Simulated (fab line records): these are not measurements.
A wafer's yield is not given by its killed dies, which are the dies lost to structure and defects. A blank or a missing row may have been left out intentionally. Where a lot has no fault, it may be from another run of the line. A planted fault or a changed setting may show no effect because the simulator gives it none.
Struck lot and sound lot, side by side + flow nand_harc + 40 out of 1159 route steps
Sound: these wafers, L706.3, L706.4, L706.5. Struck: wafer L712.3. (L712.1 of the same lot was not struck and is left out.) The cause comes at the end.
Per side, at each step with rows, come the tool, then ch with its chambers, and then its first start. Under that, the readings that differ: sound wafers + struck wafers + difference of the means + sigmas: that difference in standard deviations of wafers without a fault.
alike: a reading whose means differ by less than 2 such deviations, as well as words and numbers matching on both sides. not compared: withheld readings; readings where some wafer has no value; bounds like >300 that might hide an equal value; numbers whose values overlap and for which the record gives no deviation.
Wherever a step has rows on one side only, a row that says differs or no value, or a row with sigmas, the two part there. Numbers that don't overlap but have no deviation are shown without sigmas and don't part them. A reading that every wafer of one side lacks parts them only if that side has two wafers or more.

first, 2 steps without rows for these wafers: NHARC_A_STAIRCASE_SRD_154; NHARC_A_STAIRCASE_ETCH_403 (etches SiO2 in dHF, target depth 108.2 nm).
NHARC_A_STAIRCASE_ETCHBACK_422: etches the open film in CH3F/O2, target depth 40 nm, time 74.286 s.
  sound on rie_diel-10 ch 0,1,3, day 14 19:47; struck on rie_diel-10 ch 0, day 16 11:08
| reading               | sound          | struck | difference | sigmas |
|-----------------------|----------------|--------|------------|--------|
| oes_product_au (a.u.) | 0.93 0.92 0.92 | 1.00   | +0.08      | +2     |
  alike: drypump_motor_current_A, o2_flow_sccm, rf_vpp_V, showerhead_plenum_p_Torr, throttle_valve_pct
  not compared: rf_hours_counter_h
then, 1 step without rows for these wafers: NHARC_A_STAIRCASE_ETCH_423 (etches SiO2 in dHF, target depth 30 nm).
NHARC_A_STAIRCASE_ETCHBACK_157: etches the open film in CH3F/O2, target depth 90 nm, time 167.14 s.
  sound on rie_diel-10 ch 1,3, day 14 20:11; struck on rie_diel-10 ch 0, day 16 11:32
  alike: drypump_motor_current_A, o2_flow_sccm, oes_product_au, rf_vpp_V, showerhead_plenum_p_Torr, throttle_valve_pct
  not compared: rf_hours_counter_h
then, 4 steps without rows for these wafers: NHARC_A_STAIRCASE_STRIP_475 (strips in O2, time 20 s); NHARC_A_STAIRCASE_DEP_471 (deposits SiO2, target thk 100 nm); NHARC_A_STAIRCASE_CMP_472 (polishes SiO2); NHARC_A_STAIRCASE_SRD_474.
NHARC_A_STAIRCASE_INSPECT_155:
  sound on defect_inspect-02, day 14 21:14; struck on defect_inspect-02, day 16 12:28
  alike: raw_defect_count
NHARC_A_SGD_CUT_DEP_00: deposits SiNx, target thk 50 nm.
  sound on pecvd-02 ch 0,1,2, day 14 21:21; struck on pecvd-02 ch 0, day 16 12:32
  alike: heater_power_w
then, 10 steps without rows for these wafers: NHARC_A_SGD_CUT_DEHYDRATE_01 (time 120 s); NHARC_A_SGD_CUT_HMDS_02 (time 30 s); NHARC_A_SGD_CUT_COAT_56 (time 75 s); NHARC_A_SGD_CUT_COAT_57 (time 65 s); NHARC_A_SGD_CUT_COAT_03 (resist thk 90 nm); NHARC_A_SGD_CUT_SOFTBAKE_04 (time 55 s); NHARC_A_SGD_CUT_EBR_05; NHARC_A_SGD_CUT_EXPOSE_06 (exposes mask SGD); NHARC_A_SGD_CUT_PEB_07 (peb time 65 s); NHARC_A_SGD_CUT_DEVELOP_08 (develop time 35 s).
NHARC_A_SGD_CUT_CD_MEAS_09: the cd target is 100 nm.
  sound on cd_sem-03 ch 0, day 14 22:01; struck on cd_sem-01 ch 0, day 16 13:08
  alike: cd_nm
NHARC_A_SGD_CUT_OVL_MEAS_10:
  sound on overlay-02, day 14 22:06; struck on overlay-02, day 16 13:13
  alike: overlay_x_nm, overlay_y_nm
NHARC_A_SGD_CUT_INSPECT_11:
  sound on defect_inspect-02, day 14 22:08; struck on defect_inspect-01, day 16 13:16
  alike: raw_defect_count
NHARC_A_SGD_CUT_DESCUM_14: chemistry O2, time 3 s.
  sound on rie_diel-08 ch 0,1, day 14 22:12; struck on rie_diel-04 ch 3, day 16 13:19
  alike: drypump_motor_current_A, o2_flow_sccm, oes_product_au, rf_vpp_V, showerhead_plenum_p_Torr, throttle_valve_pct
  not compared: rf_hours_counter_h
then, 1 step without rows for these wafers: NHARC_A_SGD_CUT_ETCH_58 (etches the open film in CF4, target depth 39 nm, time 65 s).
NHARC_A_SGD_CUT_ETCH_59: etches the open film in N2/H2, target depth 260 nm, time 406.25 s.
  sound: rie_diel-08 ch 0,2,3; struck: rie_diel-04 ch 3
  alike: drypump_motor_current_A, oes_product_au, rf_vpp_V, showerhead_plenum_p_Torr, throttle_valve_pct
  not compared: rf_hours_counter_h
then, 8 steps without rows for these wafers: NHARC_A_SGD_CUT_ETCH_15 (etches the open film in CH3F/O2, target depth 75 nm, time 64.3 s); NHARC_A_SGD_CUT_ETCH_16 (etches the open film in C4F8/O2/Ar, target depth 310.5 nm, time 155.2 s); NHARC_A_SGD_CUT_STRIP_60 (strips in C4F8/O2/Ar); NHARC_A_SGD_CUT_STRIP_17 (strips in O2); NHARC_A_SGD_CUT_PRECLEAN_18 (cleans in SC1); NHARC_A_SGD_CUT_SRD_19; NHARC_A_SGD_CUT_DEP_20 (deposits SiO2, target thk 150 nm); NHARC_A_SGD_CUT_ANNEAL_27 (time 1800 s).
NHARC_A_SGD_CUT_CMP_21: polishes, target thk 148.19 nm.
  sound on cmp-04 ch 2,3, day 15 02:49; struck on cmp-02 ch 2, day 16 20:33
  alike: motor_current_A, time_to_endpoint_s
then, 3 steps without rows for these wafers: NHARC_A_SGD_CUT_SRD_23; NHARC_A_SGD_CUT_ETCH_26 (etches SiO2 in dHF, target depth 45.8 nm); NHARC_A_SGD_CUT_ETCHBACK_24 (etches the open film in CH3F/O2, target depth 50 nm, time 92.857 s).
-- the record jumps here: 5 days lie between the struck wafers' starts before and after (it left off in module A_SGD_CUT and takes up again in module END, whose first step shown is number 1159 of the route) --
NHARC_END_SORT_01:
  sound on prober-01 ch 0, day 21 02:06; struck on prober-01 ch 0, day 22 05:11
| reading         | sound    | struck | difference | sigmas |
|-----------------|----------|--------|------------|--------|
| killed_at_array | 22 20 19 | 677    | +657       | +66    |
| killed_dies     | 28 22 21 | 677    | +653       | +65    |
  alike: killed_at_other, killed_at_periphery, killed_open, killed_short

## WHERE THEY PART
At NHARC_A_STAIRCASE_ETCHBACK_422 first; at NHARC_END_SORT_01 last (within this record only).

WHY: what had been put in by the simulator
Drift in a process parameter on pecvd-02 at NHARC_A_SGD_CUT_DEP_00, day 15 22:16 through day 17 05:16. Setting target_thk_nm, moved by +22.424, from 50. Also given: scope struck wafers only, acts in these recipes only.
